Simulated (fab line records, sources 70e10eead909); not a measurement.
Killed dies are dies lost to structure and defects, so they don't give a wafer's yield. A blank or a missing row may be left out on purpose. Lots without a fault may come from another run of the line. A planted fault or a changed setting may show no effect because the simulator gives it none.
Which tool did it? | flow nand_harc | 11 lots, 33 wafers sampled, at 5 steps of a route of 1302

WHAT THE GAUGES READ, wafer by wafer
NHARC_END_SORT_01. Usual: defect_limited_yield 91.5 %, standard deviation 2.4; killed_at_array 52, standard deviation 16; killed_at_other 0.8, standard deviation 1.1; killed_at_periphery 4.2, standard deviation 2.5; killed_dies 57, standard deviation 16; killed_open 3.4, standard deviation 2; killed_short 2.6, standard deviation 1.6; sort_bin_2_pct 3.0 %, standard deviation 1.1; sort_bin_3_pct 0.6 %, standard deviation 0.31; sort_bin_4_pct 4.8 %, standard deviation 1.4; sort_n_pass 620, standard deviation 16; sort_rim_yield_pct 90 %, standard deviation 4.8; sort_yield_pct 91.5 %, standard deviation 2.4.
lot  | measured     | on        | defect_limited_yield (%) | killed_at_array | killed_at_other | killed_at_periphery | killed_dies | killed_open | killed_short | sort_bin_2_pct (%) | sort_bin_3_pct (%) | sort_bin_4_pct (%) | sort_n_pass | sort_rim_yield_pct (%) | sort_yield_pct (%) | flag
L550 | day 30 13:50 | prober-01 | 92.6 84.3 94.4           | 46 104 36       | 2 0 0           | 2 2 2               | 50 106 38   | 1 1 4       | 3 4 0        | 2.5 6.4 1.6        | 0.3 2.8 0.3        | 4.6 6.5 3.7        | 627 571 639 | 99 92 88               | 92.6 84.3 94.4     |

WHICH TOOL RAN EACH LOT (tool, then ch and the chambers of the sampled wafers, then the start)
lot  | NHARC_A_M1_ETCH_15                 | NHARC_THIN_TSV_ETCH_44             | NHARC_THIN_TSV_DEP_47           | NHARC_THIN_TSV_ANNEAL_52
L536 | rie_diel-01 ch 0,1,2, day 22 22:01 | rie_diel-03 ch 0,3, day 23 17:40   | pecvd-04 ch 0,1,2, day 23 19:14 | rtp_anneal-02 ch 0, day 23 21:22
L537 | rie_diel-01 ch 0,1,3, day 23 14:17 | rie_diel-11 ch 0,2,3, day 25 03:56 | pecvd-02 ch 0,1, day 25 05:31   | rtp_anneal-02 ch 0, day 25 07:40
L539 | rie_diel-01 ch 0,3, day 23 20:35   | rie_diel-08 ch 0,2, day 25 06:14   | pecvd-04 ch 0,2, day 25 07:52   | rtp_anneal-02 ch 0, day 25 10:01
L541 | rie_diel-02 ch 0,1,2, day 24 11:23 | rie_diel-08 ch 0,2,3, day 25 07:40 | pecvd-04 ch 0,1,2, day 25 09:11 | rtp_anneal-01 ch 0, day 25 11:18
L538 | rie_diel-02 ch 0,1,2, day 24 17:37 | rie_diel-11 ch 0,2,3, day 25 13:10 | pecvd-04 ch 0,1,2, day 25 14:46 | rtp_anneal-01 ch 0, day 25 16:53
L542 | rie_diel-01 ch 0,1,2, day 25 00:50 | rie_diel-11 ch 0,2, day 25 20:23   | pecvd-04 ch 0,1, day 25 22:10   | rtp_anneal-01 ch 0, day 26 00:19
L544 | rie_diel-02 ch 0,1, day 26 00:10   | rie_diel-11 ch 0,3, day 26 20:59   | pecvd-02 ch 0,1,2, day 26 22:39 | rtp_anneal-02 ch 0, day 27 00:47
L545 | rie_diel-02 ch 0,2, day 26 23:21   | rie_diel-08 ch 0,3, day 27 18:54   | pecvd-03 ch 0,2, day 27 20:39   | rtp_anneal-01 ch 0, day 27 22:46
L550 | rie_diel-02 ch 0,1,3, day 29 03:51 | rie_diel-03 ch 0,2,3, day 29 23:00 | pecvd-02 ch 0,1,2, day 30 00:32 | rtp_anneal-01 ch 0, day 30 02:44
L557 | rie_diel-01 ch 1,2,3, day 31 02:50 | rie_diel-11 ch 0,2, day 32 02:46   | pecvd-04 ch 0,1,2, day 32 04:20 | rtp_anneal-01 ch 0, day 32 06:27
L559 | rie_diel-01 ch 0,1,2, day 32 08:38 | rie_diel-11 ch 1,3, day 33 04:12   | pecvd-03 ch 0,2, day 33 05:58   | rtp_anneal-02 ch 0, day 33 08:02
- NHARC_A_M1_ETCH_15: etches the open film in C4F8/Ar, target depth 182.5 nm, time 91.2 s.
- NHARC_THIN_TSV_ETCH_44: etches the open film in CF4/O2, target depth 1594.2 nm, time 797.1 s.
- NHARC_THIN_TSV_DEP_47: deposits SiO2, target thk 200 nm.
- NHARC_THIN_TSV_ANNEAL_52: time 90 s.

WHAT THE TOOLS THEMSELVES READ (means of the sampled wafers that have a number; where no wafer has one, the mark that the record gives instead)
NHARC_A_M1_ETCH_15. Usual: oes_product_au 0.962 a.u., standard deviation 0.019; rf_vpp_V 440.9 V, standard deviation 2.1.
lot  | tool        | oes_product_au (a.u.) | rf_vpp_V (V) | flag
L536 | rie_diel-01 | 0.966                 | 440.1        |
L537 | rie_diel-01 | 0.948                 | 441.2        |
L539 | rie_diel-01 | 0.958                 | 442.8        |
L541 | rie_diel-02 | 0.965                 | 439.7        |
L538 | rie_diel-02 | 0.938                 | 440.0        |
L542 | rie_diel-01 | 0.971                 | 439.4        |
L544 | rie_diel-02 | 0.977                 | 441.0        |
L545 | rie_diel-02 | 0.972                 | 441.1        |
L550 | rie_diel-02 | 0.969                 | 440.6        |
L557 | rie_diel-01 | 0.964                 | 441.7        |
L559 | rie_diel-01 | 0.967                 | 440.4        |

NHARC_THIN_TSV_ETCH_44. Usual: drypump_motor_current_A 5.7 A, standard deviation 0.53; mfc_ar_sccm 0.016 sccm, standard deviation 0.016; oes_product_au 0.998 a.u., standard deviation 0.007; rf_vpp_V 794 V, standard deviation 5.7; showerhead_plenum_p_Torr 1.82 Torr, standard deviation 0.088; throttle_valve_pct 16.915 %, standard deviation 0.01.
lot  | tool        | drypump_motor_current_A (A) | mfc_ar_sccm (sccm) | oes_product_au (a.u.) | rf_vpp_V (V) | showerhead_plenum_p_Torr (Torr) | throttle_valve_pct (%) | flag
L536 | rie_diel-03 | 5.4                         | 0.026              | 0.991                 | 790          | 1.78                            | 16.913                 |
L537 | rie_diel-11 | 5.9                         | 0.014              | 1.010                 | 793          | 1.81                            | 16.915                 |
L539 | rie_diel-08 | 5.6                         | 0.005              | 1.002                 | 797          | 1.88                            | 16.913                 |
L541 | rie_diel-08 | 5.5                         | 0.016              | 1.002                 | 796          | 1.88                            | 16.917                 |
L538 | rie_diel-11 | 5.8                         | 0.014              | 1.010                 | 792          | 1.80                            | 16.919                 |
L542 | rie_diel-11 | 6.0                         | 0.000              | 1.009                 | 790          | 1.76                            | 16.912                 |
L544 | rie_diel-11 | 5.6                         | 0.014              | 0.996                 | 794          | 1.83                            | 16.916                 |
L545 | rie_diel-08 | 5.3                         | 0.026              | 0.991                 | 797          | 1.87                            | 16.920                 |
L550 | rie_diel-03 | 5.8                         | 0.018              | 1.000                 | 794          | 1.83                            | 16.916                 |
L557 | rie_diel-11 | 6.0                         | 0.000              | 1.002                 | 790          | 1.75                            | 16.912                 |
L559 | rie_diel-11 | 5.5                         | 0.029              | 0.995                 | 797          | 1.86                            | 16.919                 |

NHARC_THIN_TSV_DEP_47. Usual: throttle_valve_pct 16.0 %, standard deviation 0.48.
lot  | tool     | throttle_valve_pct (%) | flag
L536 | pecvd-04 | 15.7                   |
L537 | pecvd-02 | 16.8                   |
L539 | pecvd-04 | 15.8                   |
L541 | pecvd-04 | 15.8                   |
L538 | pecvd-04 | 15.7                   |
L542 | pecvd-04 | 15.8                   |
L544 | pecvd-02 | 16.1                   |
L545 | pecvd-03 | 16.1                   |
L550 | pecvd-02 | 16.4                   |
L557 | pecvd-04 | 15.7                   |
L559 | pecvd-03 | 16.5                   |

NHARC_THIN_TSV_ANNEAL_52. Usual: wafer_temp_C_max 225.94, standard deviation 0.22.
lot  | tool          | wafer_temp_C_max | flag
L536 | rtp_anneal-02 | 225.91           |
L537 | rtp_anneal-02 | 225.91           |
L539 | rtp_anneal-02 | 225.68           |
L541 | rtp_anneal-01 | 226.05           |
L538 | rtp_anneal-01 | 226.07           |
L542 | rtp_anneal-01 | 225.97           |
L544 | rtp_anneal-02 | 226.17           |
L545 | rtp_anneal-01 | 226.14           |
L550 | rtp_anneal-01 | 225.98           |
L557 | rtp_anneal-01 | 226.02           |
L559 | rtp_anneal-02 | 225.79           |

THE ANSWER, worked out from the rows above alone
Rule: a lot is off if the mean of its wafers that have a number lies more than 3 standard deviations from the usual mean. A lot without any number at a reading at which 4 lots or more have one is off too. The other lots that the step has rows for count as sound. The gauges are gone through in route order, then the tools' own readings, and for those a lot's mean is taken as printed above. The first step at which some lot is off is used, and at that step the reading that is off furthest; a lot without a number counts as furthest.
No lot is off at any reading shown: from this, nothing can be told.

WHAT THE SIMULATOR HAD PUT IN
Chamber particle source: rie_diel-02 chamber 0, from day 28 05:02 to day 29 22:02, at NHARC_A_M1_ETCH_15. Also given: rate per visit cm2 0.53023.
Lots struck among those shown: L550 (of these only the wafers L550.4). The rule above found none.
